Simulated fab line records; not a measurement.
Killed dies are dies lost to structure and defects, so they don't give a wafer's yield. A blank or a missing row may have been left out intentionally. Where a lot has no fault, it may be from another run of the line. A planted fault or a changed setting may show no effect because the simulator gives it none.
fab line records -- flow n5Finfet
[record] lots = 10, wafers = 30, lastDay = 19
route steps=1938 shown BEOL_M15@1789
lots that met no fault: taken from a fault-free run of the same line
startH: hours from the record's first day to the start of the lot's first wafer shown -- waitH: hours since the lot's step before -- " unchanged from the row above -- L1.1+2: several wafers, shown together as one row -- - value missing, or start not given -- * or withheld: withheld -- < > ~ a bound
route shown NAME@n: a module of which the file shows steps, and the number in the route of the first -- usual: the fault-free wafers' mean and standard deviation -- same: alike in all rows -- chamber/n: place in a boat -- sites: per-site readings -- _std_site: how widely they spread, as a standard deviation -- _edge_site: inner sites' mean taken away from outer sites' mean -- radiusMm: for every site, how far away it sits from the centre of the wafer -- mask NAME#n: copy n -- behind: the most recent tool/chamber to have shaped the wafer -- hold: reason for holding the lot/hours on hold/outcome of the hold -- device: whichever transistor did not switch (one of n, p or np) -- end of line: at the end of the route, the tests of the same wafers -- where a step has no rows: the recipe by itself -- killed: dies lost to structure and defects at the first sort, not the wafer's yield -- map: a wafer's dies, marking killed ones x, the rest . and places with no die _
set.NAME: the setting as run; set.NAME@STEP: as run at that earlier step -- model.NAME: the simulator's own value behind a step, which no gauge read
steps of the route over a sample of lots; a table a step, a row a wafer
services: the hour from which a tool's chamber was out of use, counted from the record's first day as startH (under 0 if before that day), plus the number of hours and why
[[steps]]
[step N5_BEOL_M15_STRIP_63]
[recipe] chemistry = O2, powerW = 600, tempC = 60, pressureMtorr = 30, rfFrequencyHz = 6e+07, biasPowerW = 0, overashFraction = 0.3, o2FlowSccm = 225
[usual] chamberPressureMTorr = 30.00/0.043, drypumpMotorCurrentA = 5.8/0.63, oesProductAu = 0.81/0.078, rfVppV = 3.6/0.68, showerheadPlenumPTorr = 2.11/0.073, throttleValvePct = 16.67/0.18
lot.wafer,tool,chamber,startH,waitH,chamberPressureMTorr,drypumpMotorCurrentA,oesProductAu,rfHoursCounterH,rfVppV,showerheadPlenumPTorr,throttleValvePct
L283.2,rieDiel-06,1,-,-,30.00,4.9,0.72,230,3.5,2.08,16.82
L283.3,rieDiel-06,2,-,-,29.95,6.6,0.89,37,3.1,2.13,16.61
L283.5,rieDiel-06,3,-,-,30.02,5.1,0.70,-,3.3,1.98,17.09
L284.2,rieDiel-04,2,-,-,29.97,6.2,0.74,161,3.1,2.02,16.91
L284.4,rieDiel-04,3,-,-,29.95,5.9,0.85,57,4.3,2.13,16.54
L284.6,rieDiel-04,1,-,-,30.04,5.9,0.73,-,3.2,2.17,16.75
L285.1,rieDiel-04,2,-,-,30.00,6.2,0.74,167,2.7,2.02,16.93
L285.2,rieDiel-04,0,-,-,30.00,5.3,0.88,52,3.5,2.23,16.52
L285.5,rieDiel-04,1,-,-,30.03,5.9,0.74,-,4.4,2.17,16.78
L291.1,rieDiel-01,1,-,-,30.04,6.8,0.78,130,3.4,2.11,16.66
L291.3,rieDiel-01,0,-,-,30.04,5.4,0.79,119,3.6,2.11,16.59
L291.4,rieDiel-01,3,-,-,30.01,5.4,0.84,49,2.6,2.04,16.32
L292.1,rieDiel-01,1,-,-,30.07,6.7,0.76,131,2.7,2.11,16.66
L292.3,rieDiel-01,2,-,-,30.00,4.9,0.72,193,4.6,2.00,16.74
L292.5,rieDiel-01,1,-,-,29.89,6.7,0.76,-,2.9,2.11,16.65
L295.1,rieDiel-04,0,-,-,30.01,5.3,0.86,61,4.3,2.23,16.54
L295.3,rieDiel-04,3,-,-,30.03,5.9,0.84,73,4.6,2.13,16.56
L295.4,rieDiel-04,2,-,-,29.99,6.2,0.73,177,4.1,2.02,16.94
L297.2,rieDiel-04,0,-,-,29.97,5.4,0.86,69,3.0,2.22,16.52
L297.3,rieDiel-04,2,-,-,29.98,6.2,0.73,186,2.7,2.01,16.97
L297.5,rieDiel-04,0,-,-,30.08,5.3,0.86,-,2.1,2.22,16.55
L303.2,rieDiel-06,0,-,-,29.98,6.3,0.81,98,3.6,2.12,16.51
L303.5,rieDiel-06,3,-,-,29.97,5.1,0.94,-,2.4,2.23,16.69
L303.6,rieDiel-06,2,-,-,29.98,6.6,0.83,-,4.1,2.12,16.69
L304.2,rieDiel-06,2,-,-,29.92,6.6,0.83,81,4.2,2.11,16.75
L304.5,rieDiel-06,3,-,-,29.97,5.1,0.94,-,2.9,2.23,16.69
L304.6,rieDiel-06,2,-,-,30.00,6.6,0.82,-,3.6,2.11,16.70
L306.2,rieDiel-04,1,-,-,29.95,5.9,0.73,218,3.3,2.16,16.87
L306.3,rieDiel-04,2,-,-,30.10,6.2,0.72,202,3.8,2.01,16.99
L306.5,rieDiel-04,3,-,-,30.05,5.9,0.81,-,4.8,2.12,16.57
[step N5_BEOL_M15_TRENCH_ETCH_34]
[recipe] chemistry = C4F8/O2/Ar, target = SiO2, targetDepthA = 8729.3, heInnerTorr = 15, heOuterTorr = 30, timeS = 199, ionEnergyEv = 800, pressureMtorr = 20, sourceW = 1905, biasW = 2040, Ar_flow_sccm = 400, C4F8_flow_sccm = 16, O2_flow_sccm = 12
[usual] drypumpMotorCurrentA = 5.8/0.56, oesProductAu = 0.81/0.072, rfVppV = 2231/18, showerheadPlenumPTorr = 3.47/0.11, throttleValvePct = 30.91/0.17
lot.wafer,tool,chamber,startH,waitH,drypumpMotorCurrentA,oesProductAu,rfHoursCounterH,rfVppV,showerheadPlenumPTorr,throttleValvePct
L283.2,rieDiel-01,1,278.11,0.0,6.8,0.79,112,2194,3.47,30.91
L283.3,rieDiel-01,2,278.11,0.0,4.9,0.75,173,2235,3.31,30.99
L283.5,rieDiel-01,0,278.11,0.0,5.4,0.81,-,2209,3.47,30.74
L284.2,rieDiel-04,2,290.40,0.0,6.2,0.75,161,2235,3.31,31.13
L284.4,rieDiel-04,0,290.40,0.0,5.3,0.90,45,2238,3.63,30.73
L284.6,rieDiel-04,0,290.40,0.0,5.3,0.90,-,2238,3.63,30.72
L285.1,rieDiel-01,1,310.91,0.0,6.8,0.78,121,2194,3.46,30.92
L285.2,rieDiel-01,2,310.91,0.0,4.9,0.73,183,2232,3.30,31.00
L285.5,rieDiel-01,0,310.91,0.0,5.4,0.80,-,2208,3.46,30.77
L291.1,rieDiel-04,3,339.13,0.0,5.9,0.84,72,2239,3.47,30.76
L291.3,rieDiel-04,0,339.13,0.0,5.3,0.87,60,2239,3.63,30.77
L291.4,rieDiel-04,1,339.13,0.0,5.9,0.73,192,2234,3.56,31.09
L292.1,rieDiel-04,0,342.55,0.0,5.3,0.87,61,2238,3.63,30.74
L292.3,rieDiel-04,1,342.55,0.0,5.9,0.73,193,2234,3.56,31.09
L292.5,rieDiel-04,1,342.55,0.0,5.9,0.74,-,2233,3.56,31.09
L295.1,rieDiel-04,0,345.34,0.0,5.3,0.87,62,2238,3.63,30.74
L295.3,rieDiel-04,2,345.34,0.0,6.2,0.72,178,2234,3.31,31.14
L295.4,rieDiel-04,1,345.34,0.0,5.9,0.72,195,2233,3.56,31.09
L297.2,rieDiel-06,3,373.14,0.0,5.1,0.96,7,2257,3.65,31.06
L297.3,rieDiel-06,0,373.14,0.0,6.3,0.81,91,2219,3.48,30.82
L297.5,rieDiel-06,2,373.14,0.0,6.6,0.84,-,2255,3.48,31.11
L303.2,rieDiel-01,2,397.37,0.0,4.9,0.70,211,2231,3.29,31.02
L303.5,rieDiel-01,0,397.37,0.0,5.4,0.76,-,2209,3.45,30.77
L303.6,rieDiel-01,3,397.37,0.0,5.4,0.82,-,2213,3.36,30.72
L304.2,rieDiel-06,3,407.93,0.0,5.1,0.92,18,2255,3.64,31.04
L304.5,rieDiel-06,3,407.93,0.0,5.1,0.93,-,2255,3.64,31.03
L304.6,rieDiel-06,0,407.93,0.0,6.2,0.81,-,2218,3.47,30.85
L306.2,rieDiel-06,0,427.36,0.0,6.2,0.80,107,2221,3.47,30.85
L306.3,rieDiel-06,2,427.36,0.0,6.6,0.81,89,2253,3.47,31.11
L306.5,rieDiel-06,1,427.36,0.0,5.0,0.92,-,2253,3.38,30.69
[step N5_BEOL_M15_STRIP_37]
[recipe] chemistry = O2, powerW = 600, tempC = 60, pressureMtorr = 30, rfFrequencyHz = 6e+07, biasPowerW = 0, overashFraction = 0.3, o2FlowSccm = 225
[usual] chamberPressureMTorr = 30.00/0.037, drypumpMotorCurrentA = 5.7/0.59, oesProductAu = 0.80/0.079, rfVppV = 3.7/0.66, showerheadPlenumPTorr = 2.10/0.069, throttleValvePct = 16.67/0.19
lot.wafer,tool,chamber,startH,waitH,chamberPressureMTorr,drypumpMotorCurrentA,oesProductAu,rfHoursCounterH,rfVppV,showerheadPlenumPTorr,throttleValvePct
L283.2,rieDiel-06,3,280.73,-,29.97,5.1,0.69,234,3.1,1.98,17.09
L283.3,rieDiel-06,1,280.73,-,30.03,4.9,0.72,231,3.9,2.08,16.83
L283.5,rieDiel-06,2,280.73,-,29.94,6.6,0.88,-,3.1,2.13,16.62
L284.2,rieDiel-01,3,291.73,-,30.00,5.4,0.86,35,3.8,2.05,16.31
L284.4,rieDiel-01,1,291.73,-,29.94,6.7,0.78,115,3.8,2.11,16.63
L284.6,rieDiel-01,2,291.73,-,30.02,4.9,0.74,-,4.4,2.00,16.72
L285.1,rieDiel-04,2,314.59,-,29.92,6.2,0.73,169,4.7,2.02,16.92
L285.2,rieDiel-04,1,314.59,-,29.92,5.9,0.73,185,4.0,2.17,16.80
L285.5,rieDiel-04,3,314.59,-,30.04,5.8,0.85,-,3.8,2.13,16.53
L291.1,rieDiel-01,1,339.92,-,29.97,6.8,0.76,131,4.2,2.11,16.65
L291.3,rieDiel-01,0,339.92,-,29.97,5.4,0.78,120,3.3,2.11,16.59
L291.4,rieDiel-01,2,339.92,-,30.00,4.9,0.73,193,4.3,2.00,16.76
L292.1,rieDiel-06,0,344.21,-,30.05,6.2,0.83,78,4.0,2.12,16.48
L292.3,rieDiel-06,2,344.21,-,29.94,6.6,0.86,57,3.9,2.12,16.66
L292.5,rieDiel-06,1,344.21,-,21.02,4.9,0.70,-,3.7,2.07,16.86
L295.1,rieDiel-06,2,347.60,-,29.97,6.6,0.85,60,2.8,2.12,16.68
L295.3,rieDiel-06,1,347.60,-,21.07,4.9,0.70,250,2.6,2.07,16.86
L295.4,rieDiel-06,1,347.60,-,21.02,5.0,0.69,-,3.6,2.07,16.85
L297.2,rieDiel-01,0,375.71,-,30.02,5.4,0.78,130,3.5,2.11,16.61
L297.3,rieDiel-01,2,375.71,-,29.97,4.9,0.71,203,4.1,1.99,16.79
L297.5,rieDiel-01,2,375.71,-,29.97,4.9,0.71,-,3.3,1.99,16.77
L303.2,rieDiel-04,1,400.54,-,30.01,5.9,0.71,211,3.2,2.16,16.86
L303.5,rieDiel-04,1,400.54,-,30.07,5.9,0.71,-,4.2,2.16,16.86
L303.6,rieDiel-04,0,400.54,-,30.00,5.4,0.85,-,3.9,2.22,16.56
L304.2,rieDiel-06,2,408.27,-,29.99,6.6,0.82,82,4.6,2.11,16.71
L304.5,rieDiel-06,0,408.27,-,29.97,6.3,0.81,-,3.8,2.11,16.49
L304.6,rieDiel-06,1,408.27,-,29.97,5.0,0.95,-,4.0,2.06,16.42
L306.2,rieDiel-06,3,428.31,-,30.01,5.1,0.93,23,4.2,2.23,16.70
L306.3,rieDiel-06,0,428.31,-,30.04,6.3,0.81,108,4.2,2.11,16.53
L306.5,rieDiel-06,2,428.31,-,29.91,6.6,0.81,-,2.7,2.11,16.72
[step N5_BEOL_M15_ANNEAL_48]
[recipe] tempC = 225, timeS = 90, ambient = N2
[usual] wafer_temp_C_max = 226.0/0.51
lot.wafer,tool,chamber,startH,waitH,wafer_temp_C_max
L283.2,rtpAnneal-02,0,281.79,0.2,225.5
L283.3,rtpAnneal-02,0,281.79,0.2,225.3
L283.5,rtpAnneal-02,0,281.79,0.2,225.4
L284.2,rtpAnneal-01,0,292.83,0.2,226.5
L284.4,rtpAnneal-01,0,292.83,0.2,226.2
L284.6,rtpAnneal-01,0,292.83,0.2,226.6
L285.1,rtpAnneal-02,0,317.03,0.4,225.3
L285.2,rtpAnneal-02,0,317.03,0.4,225.7
L285.5,rtpAnneal-02,0,317.03,0.4,225.3
L291.1,rtpAnneal-02,0,341.55,0.2,225.6
L291.3,rtpAnneal-02,0,341.55,0.2,225.3
L291.4,rtpAnneal-02,0,341.55,0.2,225.6
L292.1,rtpAnneal-02,0,345.39,0.2,225.8
L292.3,rtpAnneal-02,0,345.39,0.2,225.6
L292.5,rtpAnneal-02,0,345.39,0.2,225.9
L295.1,rtpAnneal-02,0,348.48,0.2,225.7
L295.3,rtpAnneal-02,0,348.48,0.2,225.5
L295.4,rtpAnneal-02,0,348.48,0.2,225.8
L297.2,rtpAnneal-01,0,377.03,0.2,226.1
L297.3,rtpAnneal-01,0,377.03,0.2,226.3
L297.5,rtpAnneal-01,0,377.03,0.2,226.0
L303.2,rtpAnneal-01,0,401.77,0.5,226.5
L303.5,rtpAnneal-01,0,401.77,0.5,226.9
L303.6,rtpAnneal-01,0,401.77,0.5,226.4
L304.2,rtpAnneal-02,0,409.27,0.2,225.6
L304.5,rtpAnneal-02,0,409.27,0.2,225.9
L304.6,rtpAnneal-02,0,409.27,0.2,225.6
L306.2,rtpAnneal-02,0,429.37,0.2,225.3
L306.3,rtpAnneal-02,0,429.37,0.2,225.5
L306.5,rtpAnneal-02,0,429.37,0.2,225.5
[[services]]
tool,chamber,startH,hours,kind
rieDiel-04,2,255.92,2.1,repair
rieDiel-01,3,261.33,9.2,repair
rieDiel-01,-,326.60,0.4,repair
rieDiel-06,3,333.41,3.6,repair
rieDiel-06,3,337.04,-,clean
rieDiel-06,3,337.04,-,consumableReplace:focusRing
rieDiel-06,3,337.04,-,consumableReplace:showerhead
rieDiel-06,3,337.04,15.9,scheduledDown
rieDiel-06,3,337.04,15.9,ventCycle
rieDiel-01,-,344.99,2.8,pm
rieDiel-06,1,353.26,-,clean
rieDiel-06,1,353.26,-,consumableReplace:focusRing
rieDiel-06,1,353.26,20.5,scheduledDown
rieDiel-06,1,353.26,20.5,ventCycle
rieDiel-01,1,375.05,1.9,repair
rieDiel-06,3,387.37,2.9,repair
[[key]]
[firstSign] step = N5_BEOL_M15_STRIP_37, reading = chamberPressureMTorr, direction = down, sigmas = 99+, usual = *, struck = *
effect none on later readings
metAt N5_BEOL_M15_STRIP_37
struckLots L292,L295
struckWafers L292.5,L295.3,L295.4
notActingAt N5_BEOL_M15_STRIP_63,N5_BEOL_M15_TRENCH_ETCH_34,N5_BEOL_M15_ANNEAL_48
onsetBetween 280.73 344.21
[fault] kind = processParameterDrift, tool = rieDiel-06, chamber = 1, onsetH = 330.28, steps = N5_BEOL_M15_STRIP_37, channel = pressureMtorr, offset = *, shape = step, endH = 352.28, actsIn = *, stated = *
